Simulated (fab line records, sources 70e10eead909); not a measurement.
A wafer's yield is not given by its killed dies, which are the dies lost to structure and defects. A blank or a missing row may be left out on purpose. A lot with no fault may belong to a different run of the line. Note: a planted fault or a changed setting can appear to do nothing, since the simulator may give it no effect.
fab line records | flow nand-harc
record lots=12 | wafers=36 | last-day=24
route steps=1159 shown A_SGD_CUT@767 A_SLIT@785
lots with no fault: from the same line, run without faults
start-h: hours from the record's opening day to when the first of the lot's shown wafers began | wait-h: how many hours have passed since the lot's step before this one | " same as the row above | L1.1+2: a row that stands for several wafers | - no value, or no start given | * or withheld: withheld | < > ~ a bound
route shown NAME@n: names a module that has steps shown in the file, with the first one's number in the route | usual: mean/standard deviation taken from wafers without a fault | same: alike in all rows | chamber/n: place in a boat | sites: per-site readings | _std_site: how widely they spread, as a standard deviation | _edge_site: outer sites' mean less inner sites' | radius-mm: how far each site lies from the wafer's centre | mask NAME#n: copy n | behind: tool/chamber where the wafer was last shaped | hold: why the lot was held/for how many hours/how that ended | device: which transistor (n, p or np) failed to switch | end of line: the same wafers' tests at the end of the route | a step given without rows: its recipe and nothing more | killed: not the wafer's yield, but the dies lost to structure and defects at the first sort | map: a wafer's dies, marking killed ones x, the rest . and places with no die _
set.NAME: setting as actually run; set.NAME@STEP: the setting as run at that earlier step | model.NAME: the simulator's own value behind a step, which no gauge read
steps of the route over a sample of lots; a table a step, a row a wafer
services: the hour from which a tool's chamber was out of use, counted from the record's first day as start-h (under 0 if before that day), plus the number of hours and why
## steps
# step NHARC_A_SGD_CUT_STRIP_17
# recipe o2-flow-sccm=500 | ar-flow-sccm=0 | bias-w=0 | chemistry=O2
# usual drypump-motor-current-A=5.6/0.32 | oes-product-au=0.995/0.01 | rf-vpp-V=57.7/0.93 | showerhead-plenum-p-Torr=3.56/0.14 | throttle-valve-pct=17.035/0.0089
lot.wafer | tool        | chamber | start-h | wait-h | drypump-motor-current-A | oes-product-au | rf-hours-counter-h | rf-vpp-V | showerhead-plenum-p-Torr | throttle-valve-pct
L893.4    | rie-diel-01 | 3       | -       | -      | 4.9                     | 0.981          | 17                 | 55.7     | 3.39                     | 17.028
L893.2    | "           | 0       | "       | "      | 5.3                     | 0.988          | 17                 | 58.3     | 3.64                     | 17.030
L893.6    | "           | 1       | "       | "      | 5.7                     | 1.015          | -                  | 58.8     | 3.63                     | 17.028
L894.4    | rie-diel-11 | 1       | -       | -      | 5.6                     | 1.006          | 9                  | 59.2     | 3.77                     | 17.041
L894.5    | "           | 3       | "       | "      | 5.8                     | 1.000          | -                  | 57.9     | 3.38                     | 17.047
L894.6    | "           | 0       | "       | "      | 5.6                     | 0.988          | -                  | 58.9     | 3.61                     | 17.038
L897.3    | rie-diel-04 | 3       | -       | -      | 5.8                     | 0.989          | 3                  | 57.6     | 3.58                     | 17.035
L897.6    | "           | 3       | "       | "      | 5.9                     | 0.994          | -                  | 60.2     | 3.58                     | 17.036
L897.5    | "           | 2       | "       | "      | 5.4                     | 1.011          | -                  | 58.9     | 3.59                     | 17.045
L898.1    | rie-diel-11 | 2       | -       | -      | 6.0                     | 1.011          | 9                  | 57.6     | 3.30                     | 17.036
L898.2    | "           | 3       | "       | "      | 5.8                     | 1.009          | 10                 | 57.4     | 3.38                     | 17.040
L898.5    | "           | 2       | "       | "      | 6.0                     | 1.014          | -                  | 57.6     | 3.30                     | 17.041
L899.2    | rie-diel-01 | 3       | -       | -      | 4.9                     | 0.982          | 4                  | 56.8     | 3.39                     | 17.028
L899.1    | "           | 1       | "       | "      | 5.7                     | 0.993          | 4                  | 58.1     | 3.63                     | 17.022
L899.3    | "           | 2       | "       | "      | 5.4                     | 1.001          | 4                  | 58.6     | 3.51                     | 17.045
L904.2    | rie-diel-04 | 3       | -       | -      | 5.8                     | 1.004          | 7                  | 57.0     | 3.58                     | 17.029
L904.1    | "           | 0       | "       | "      | 6.2                     | 1.003          | 6                  | 59.0     | 3.76                     | 17.034
L904.3    | "           | 1       | "       | "      | 5.7                     | 1.004          | 7                  | 57.9     | 3.58                     | 17.034
L905.1    | rie-diel-01 | 1       | -       | -      | 5.7                     | 0.982          | 7                  | 58.4     | 3.63                     | 17.047
L905.2    | "           | 3       | "       | "      | 4.9                     | 0.988          | 6                  | 57.1     | 3.39                     | 17.043
L905.6    | "           | 0       | "       | "      | 5.3                     | 0.982          | -                  | 58.9     | 3.64                     | 17.043
L908.4    | rie-diel-11 | 0       | -       | -      | 5.6                     | 0.984          | 2                  | 57.4     | 3.61                     | 17.024
L908.1    | "           | 1       | "       | "      | 5.6                     | 0.991          | 2                  | 57.7     | 3.77                     | 17.047
L908.5    | "           | 2       | "       | "      | 6.0                     | 0.985          | -                  | 57.1     | 3.30                     | 17.042
L911.3    | rie-diel-04 | 2       | -       | -      | 5.4                     | 1.007          | 11                 | 55.9     | 3.58                     | 17.044
L911.5    | "           | 2       | "       | "      | 5.4                     | 1.000          | -                  | 58.2     | 3.58                     | 17.038
L911.6    | "           | 3       | "       | "      | 5.8                     | 1.000          | -                  | 57.9     | 3.58                     | 17.029
L910.2    | rie-diel-11 | 0       | -       | -      | 5.7                     | 0.978          | 2                  | 59.6     | 3.61                     | 17.032
L910.3    | "           | 3       | "       | "      | 5.8                     | 0.997          | 3                  | 56.9     | 3.38                     | 17.031
L910.5    | "           | 0       | "       | "      | 5.6                     | 0.991          | -                  | 57.8     | 3.61                     | 17.026
L912.2    | rie-diel-04 | 2       | -       | -      | 5.4                     | 1.002          | 12                 | 57.4     | 3.58                     | 17.023
L912.5    | "           | 2       | "       | "      | 5.4                     | 1.002          | -                  | 58.5     | 3.58                     | 17.039
L912.4    | "           | 3       | "       | "      | 5.8                     | 0.996          | -                  | 57.3     | 3.58                     | 17.041
L916.1    | rie-diel-01 | 1       | -       | -      | 5.7                     | 0.985          | 17                 | 60.5     | 3.62                     | 17.020
L916.5    | "           | 1       | "       | "      | 5.7                     | 0.991          | -                  | 58.4     | 3.62                     | 17.026
L916.6    | "           | 3       | "       | "      | 4.9                     | 0.984          | -                  | 57.4     | 3.39                     | 17.045
# step NHARC_A_SGD_CUT_ETCHBACK_24
# recipe target-depth-a=500 | over-etch-frac=0.3 | time-s=92.857 | ion-energy-ev=120 | ch3f-flow-sccm=50 | o2-flow-sccm=30 | ar-flow-sccm=200 | rf-w=500 | bias-w=100 | chemistry=CH3F/O2
# usual drypump-motor-current-A=5.6/0.33 | oes-product-au=0.97/0.039 | rf-vpp-V=244.6/1.6 | showerhead-plenum-p-Torr=2.48/0.1 | throttle-valve-pct=20.663/0.0093
lot.wafer | tool        | chamber | start-h | wait-h | drypump-motor-current-A | oes-product-au | rf-hours-counter-h | rf-vpp-V | showerhead-plenum-p-Torr | throttle-valve-pct
L893.4    | rie-diel-04 | 3       | 317.18  | 0.1    | 5.8                     | 1.01           | 2                  | 244.2    | 2.50                     | 20.654
L893.2    | "           | 0       | "       | "      | 6.2                     | 1.00           | 2                  | 246.7    | 2.63                     | 20.674
L893.6    | "           | 3       | "       | "      | 5.8                     | 1.00           | -                  | 246.2    | 2.50                     | 20.662
L894.4    | rie-diel-01 | 3       | 326.47  | 0.2    | 4.9                     | 1.00           | 0                  | 241.6    | 2.36                     | 20.657
L894.6    | "           | 0       | "       | "      | 5.2                     | 1.00           | -                  | 244.4    | 2.54                     | 20.662
L894.5    | "           | 1       | "       | "      | 5.7                     | 1.00           | -                  | 245.1    | 2.53                     | 20.654
L897.3    | rie-diel-11 | 3       | 326.62  | 0.2    | 5.8                     | 1.00           | 10                 | 243.0    | 2.35                     | 20.667
L897.6    | "           | 0       | "       | "      | 5.6                     | 0.96           | -                  | 245.8    | 2.52                     | 20.657
L897.5    | "           | 1       | "       | "      | 5.6                     | 1.02           | -                  | 245.4    | 2.63                     | 20.667
L898.2    | rie-diel-01 | 0       | 337.67  | 0.2    | 5.3                     | 0.98           | 2                  | 245.4    | 2.54                     | 20.647
L898.1    | "           | 1       | "       | "      | 5.7                     | 0.99           | 2                  | 245.4    | 2.53                     | 20.670
L898.5    | "           | 0       | "       | "      | 5.3                     | 0.99           | -                  | 245.4    | 2.54                     | 20.661
L899.3    | rie-diel-04 | 3       | 368.94  | 0.1    | 5.8                     | 1.00           | 7                  | 246.4    | 2.50                     | 20.649
L899.2    | "           | 0       | "       | "      | 6.2                     | 1.00           | 6                  | 245.2    | 2.63                     | 20.662
L899.1    | "           | 2       | "       | "      | 5.4                     | 1.00           | 6                  | 246.0    | 2.50                     | 20.686
L904.1    | rie-diel-04 | 0       | 381.43  | 0.1    | 6.2                     | 0.94           | 7                  | 245.9    | 2.63                     | 20.674
L904.3    | "           | 2       | "       | "      | 5.4                     | 0.92           | 7                  | 244.9    | 2.50                     | 20.646
L904.2    | "           | 3       | "       | "      | 5.8                     | 0.93           | 8                  | 246.0    | 2.49                     | 20.653
L905.2    | rie-diel-01 | 0       | 387.61  | 0.1    | 5.3                     | 0.92           | 6                  | 244.7    | 2.54                     | 20.685
L905.1    | "           | 3       | "       | "      | 4.9                     | 0.92           | 6                  | 243.8    | 2.36                     | 20.658
L905.6    | "           | 1       | "       | "      | 5.7                     | 0.92           | -                  | 245.5    | 2.53                     | 20.664
L908.1    | rie-diel-11 | 0       | 414.53  | 0.2    | 5.6                     | 0.91           | 2                  | 245.1    | 2.51                     | 20.671
L908.4    | "           | 1       | "       | "      | 5.7                     | 0.91           | 2                  | 246.4    | 2.63                     | 20.661
L908.5    | "           | 3       | "       | "      | 5.8                     | 0.92           | -                  | 242.7    | 2.35                     | 20.658
L911.3    | rie-diel-01 | 2       | 421.13  | 0.1    | 5.4                     | 1.00           | 12                 | 244.9    | 2.44                     | 20.680
L911.5    | "           | 2       | "       | "      | 5.4                     | 1.01           | -                  | 245.0    | 2.44                     | 20.664
L911.6    | "           | 3       | "       | "      | 4.9                     | 1.00           | -                  | 244.1    | 2.36                     | 20.663
L910.3    | rie-diel-11 | 2       | 421.13  | 0.2    | 6.0                     | 0.92           | 3                  | 242.2    | 2.29                     | 20.673
L910.2    | "           | 3       | "       | "      | 5.8                     | 0.93           | 3                  | 241.8    | 2.35                     | 20.664
L910.5    | "           | 1       | "       | "      | 5.6                     | 0.91           | -                  | 246.0    | 2.63                     | 20.664
L912.2    | rie-diel-04 | 2       | 442.42  | 0.2    | 5.4                     | 0.93           | 13                 | 245.8    | 2.50                     | 20.663
L912.5    | "           | 0       | "       | "      | 6.1                     | 0.92           | -                  | 245.6    | 2.63                     | 20.658
L912.4    | "           | 2       | "       | "      | 5.4                     | 0.93           | -                  | 245.3    | 2.50                     | 20.652
L916.1    | rie-diel-04 | 0       | 460.09  | 0.2    | 6.2                     | 1.00           | 16                 | 245.6    | 2.62                     | 20.666
L916.5    | "           | 3       | "       | "      | 5.8                     | 1.01           | -                  | 244.5    | 2.49                     | 20.660
L916.6    | "           | 0       | "       | "      | 6.2                     | 0.99           | -                  | 246.2    | 2.62                     | 20.649
# step NHARC_A_SLIT_SOFTBAKE_04
# recipe temp-c=105 | time-s=55
# usual exhaust-pa=44.9/1 | heater-power-total-W=188.45/0.13
lot.wafer | tool           | chamber | start-h | wait-h | exhaust-pa | heater-power-total-W
L893.2    | litho-track-01 | 0       | 320     | -      | 46.6       | 188.40
L893.4    | "              | 0       | "       | "      | 47.7       | 188.67
L893.6    | "              | 0       | "       | "      | 43.8       | 188.73
L894.4    | litho-track-04 | 0       | 329     | -      | 46.6       | 188.46
L894.5    | "              | 0       | "       | "      | 44.9       | 188.52
L894.6    | "              | 0       | "       | "      | 45.8       | 188.31
L897.3    | litho-track-01 | 0       | 329     | -      | 44.9       | 188.37
L897.5    | "              | 0       | "       | "      | 45.3       | 188.36
L897.6    | "              | 0       | "       | "      | 44.7       | 188.34
L898.1    | litho-track-04 | 0       | 341     | -      | 45.7       | 188.35
L898.2    | "              | 0       | "       | "      | 45.5       | 188.46
L898.5    | "              | 0       | "       | "      | 45.9       | 188.45
L899.1    | litho-track-04 | 0       | 372     | -      | 45.7       | 188.67
L899.2    | "              | 0       | "       | "      | 44.4       | 188.31
L899.3    | "              | 0       | "       | "      | 45.8       | 188.71
L904.1    | litho-track-04 | 0       | 384     | -      | 45.2       | 188.42
L904.2    | "              | 0       | "       | "      | 45.5       | 188.46
L904.3    | "              | 0       | "       | "      | 45.7       | 188.44
L905.1    | litho-track-01 | 0       | 391     | -      | 44.2       | 183.55
L905.2    | "              | 0       | "       | "      | 44.3       | 183.79
L905.6    | "              | 0       | "       | "      | 42.8       | 183.56
L908.1    | litho-track-01 | 0       | 419     | -      | 44.0       | 183.63
L908.4    | "              | 0       | "       | "      | 45.1       | 183.63
L908.5    | "              | 0       | "       | "      | 46.4       | 183.63
L910.2    | litho-track-06 | 0       | 424     | -      | 44.4       | 188.45
L910.3    | "              | 0       | "       | "      | 46.0       | 188.37
L910.5    | "              | 0       | "       | "      | 46.6       | 188.58
L911.3    | litho-track-04 | 0       | 424     | -      | 44.7       | 188.45
L911.5    | "              | 0       | "       | "      | 45.2       | 188.38
L911.6    | "              | 0       | "       | "      | 44.8       | 188.46
L912.2    | litho-track-04 | 0       | 446     | -      | 43.1       | 188.49
L912.4    | "              | 0       | "       | "      | 43.3       | 188.68
L912.5    | "              | 0       | "       | "      | 43.6       | 188.47
L916.1    | litho-track-04 | 0       | 464     | -      | 45.3       | 188.48
L916.5    | "              | 0       | "       | "      | 46.0       | 188.63
L916.6    | "              | 0       | "       | "      | 45.1       | 188.42
# step NHARC_A_SLIT_DESCUM_14
# recipe time-s=3 | o2-flow-sccm=200 | ar-flow-sccm=0 | bias-power-w=0 | chemistry=O2
# usual drypump-motor-current-A=5.7/0.53 | oes-product-au=1.002/0.012 | rf-vpp-V=57.8/0.9 | showerhead-plenum-p-Torr=1.91/0.063 | throttle-valve-pct=11.311/0.0089
lot.wafer | tool        | chamber | start-h | wait-h | drypump-motor-current-A | oes-product-au | rf-hours-counter-h | rf-vpp-V | showerhead-plenum-p-Torr | throttle-valve-pct
L893.4    | rie-diel-12 | 2       | 320.87  | 0.1    | 4.9                     | 0.999          | 7                  | 57.9     | 1.88                     | 11.303
L893.2    | "           | 3       | "       | "      | 6.2                     | 0.982          | 8                  | 58.1     | 1.89                     | 11.307
L893.6    | "           | 3       | "       | "      | 6.2                     | 0.991          | -                  | 58.2     | 1.89                     | 11.318
L894.4    | rie-diel-12 | 0       | 329.92  | 0.1    | 6.0                     | 1.023          | 9                  | 58.6     | 1.96                     | 11.320
L894.5    | "           | 0       | "       | "      | 5.9                     | 1.019          | -                  | 58.2     | 1.96                     | 11.314
L894.6    | "           | 1       | "       | "      | 6.5                     | 1.013          | -                  | 57.6     | 1.99                     | 11.322
L897.3    | rie-diel-07 | 1       | 330.24  | 0.1    | 5.6                     | 0.994          | 7                  | 56.1     | 1.90                     | 11.321
L897.6    | "           | 1       | "       | "      | 5.6                     | 0.997          | -                  | 57.6     | 1.90                     | 11.304
L897.5    | "           | 2       | "       | "      | 6.0                     | 0.982          | -                  | 55.5     | 1.81                     | 11.322
L898.2    | rie-diel-07 | 2       | 341.87  | 0.1    | 6.0                     | 0.981          | 8                  | 58.1     | 1.81                     | 11.304
L898.1    | "           | 0       | "       | "      | 5.2                     | 1.006          | 8                  | 58.5     | 2.01                     | 11.310
L898.5    | "           | 1       | "       | "      | 5.6                     | 0.994          | -                  | 58.0     | 1.90                     | 11.331
L899.1    | rie-diel-12 | 2       | 372.87  | 0.1    | 5.0                     | 1.010          | 10                 | 57.4     | 1.88                     | 11.318
L899.3    | "           | 3       | "       | "      | 6.3                     | 0.998          | 12                 | 58.2     | 1.89                     | 11.297
L899.2    | "           | 1       | "       | "      | 6.5                     | 1.034          | 10                 | 58.7     | 1.99                     | 11.310
L904.1    | rie-diel-06 | 3       | 384.80  | 0.1    | 5.2                     | 1.007          | 9                  | 56.9     | 1.97                     | 11.304
L904.3    | "           | 0       | "       | "      | 5.0                     | 1.019          | 10                 | 58.2     | 1.94                     | 11.323
L904.2    | "           | 1       | "       | "      | 5.8                     | 1.018          | 9                  | 56.7     | 1.81                     | 11.306
L905.1    | rie-diel-12 | 3       | 392.58  | 0.1    | 6.2                     | 0.998          | 0                  | 59.1     | 1.89                     | 11.304
L905.2    | "           | 1       | "       | "      | 6.5                     | 0.994          | 0                  | 59.5     | 1.99                     | 11.312
L905.6    | "           | 2       | "       | "      | 5.0                     | 1.018          | -                  | 57.3     | 1.88                     | 11.301
L908.1    | rie-diel-12 | 0       | 419.69  | 0.1    | 5.9                     | 0.993          | 2                  | 58.9     | 1.96                     | 11.319
L908.4    | "           | 2       | "       | "      | 5.0                     | 1.000          | 2                  | 58.2     | 1.88                     | 11.315
L908.5    | "           | 1       | "       | "      | 6.5                     | 1.000          | -                  | 57.6     | 1.99                     | 11.313
L910.3    | rie-diel-12 | 3       | 424.81  | 0.1    | 6.2                     | 1.006          | 3                  | 57.9     | 1.89                     | 11.306
L910.2    | "           | 0       | "       | "      | 6.0                     | 1.000          | 3                  | 58.2     | 1.96                     | 11.296
L910.5    | "           | 2       | "       | "      | 4.9                     | 0.998          | -                  | 58.6     | 1.88                     | 11.287
L911.3    | rie-diel-12 | 1       | 424.98  | 0.1    | 6.5                     | 0.992          | 3                  | 57.7     | 1.99                     | 11.316
L911.5    | "           | 2       | "       | "      | 5.0                     | 1.005          | -                  | 58.3     | 1.88                     | 11.316
L911.6    | "           | 3       | "       | "      | 6.2                     | 1.011          | -                  | 57.4     | 1.89                     | 11.335
L912.2    | rie-diel-12 | 2       | 446.64  | 0.1    | 5.0                     | 1.001          | 5                  | 58.8     | 1.88                     | 11.317
L912.4    | "           | 3       | "       | "      | 6.2                     | 1.008          | 5                  | 56.9     | 1.89                     | 11.320
L912.5    | "           | 1       | "       | "      | 6.5                     | 0.986          | -                  | 58.7     | 1.99                     | 11.312
L916.1    | rie-diel-07 | 1       | 465.30  | 0.1    | 5.6                     | 0.987          | 2                  | 59.3     | 1.90                     | 11.327
L916.5    | "           | 2       | "       | "      | 6.0                     | 0.976          | -                  | 58.4     | 1.81                     | 11.325
L916.6    | "           | 3       | "       | "      | 5.8                     | 0.999          | -                  | 58.8     | 1.85                     | 11.293
## services
tool           | chamber | start-h | hours | kind
rie-diel-04    | -       | 288.90  | 9.0   | pm
rie-diel-04    | 0       | 288.90  | 9.0   | vent-cycle
litho-track-06 | -       | 292.00  | 7.0   | pm
rie-diel-11    | 0       | 293.37  | 1.8   | repair
rie-diel-01    | -       | 314.80  | 9.0   | pm
litho-track-04 | -       | 316.00  | 7.0   | pm
rie-diel-04    | 0       | 317.68  | 2.6   | repair
rie-diel-11    | 0       | 320.51  | 2.8   | repair
rie-diel-11    | 0       | 336.20  | 3.0   | repair
rie-diel-11    | 3       | 355.45  | 3.2   | repair
rie-diel-11    | -       | 366.50  | 9.0   | pm
rie-diel-12    | 0       | 369.42  | 7.2   | repair
rie-diel-12    | -       | 379.43  | 9.0   | pm
rie-diel-07    | -       | 405.20  | 9.0   | pm
rie-diel-01    | 0       | 417.19  | 1.7   | repair
rie-diel-06    | -       | 418.20  | 9.0   | pm
rie-diel-11    | 0       | 426.00  | 19.1  | repair
rie-diel-04    | 1       | 436.02  | 14.3  | repair
litho-track-01 | -       | 443.00  | 7.0   | pm
rie-diel-01    | 0       | 443.66  | 13.7  | repair
rie-diel-06    | -       | 445.41  | 0.3   | repair
rie-diel-07    | -       | 450.29  | 0.4   | repair
rie-diel-12    | 0       | 456.85  | 7.4   | repair
rie-diel-01    | 1       | 457.88  | 3.1   | repair
## key
first-sign step=NHARC_A_SLIT_SOFTBAKE_04 | reading=heater-power-total-W | direction=down | sigmas=37 | usual=* | struck=*
effect none on later readings
met-at NHARC_A_SLIT_SOFTBAKE_04
struck-lots L905,L908
tester-left-out L905,L908
not-acting-at NHARC_A_SGD_CUT_STRIP_17,NHARC_A_SGD_CUT_ETCHBACK_24,NHARC_A_SLIT_DESCUM_14
onset-between 329 391
fault kind=process-parameter-drift | tool=litho-track-01 | chamber=- | onset-h=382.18 | steps=NHARC_A_SLIT_SOFTBAKE_04 | channel=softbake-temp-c | offset=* | shape=step | end-h=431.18 | acts-in=* | stated=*
# tester-left-out: of these lots the tester's yield and bins aren't shown, on N5 and GAA mostly nor the transistor test; their killed dies are dies lost to structure and defects alone, not to doping, threshold or leakage, so they don't give the yield
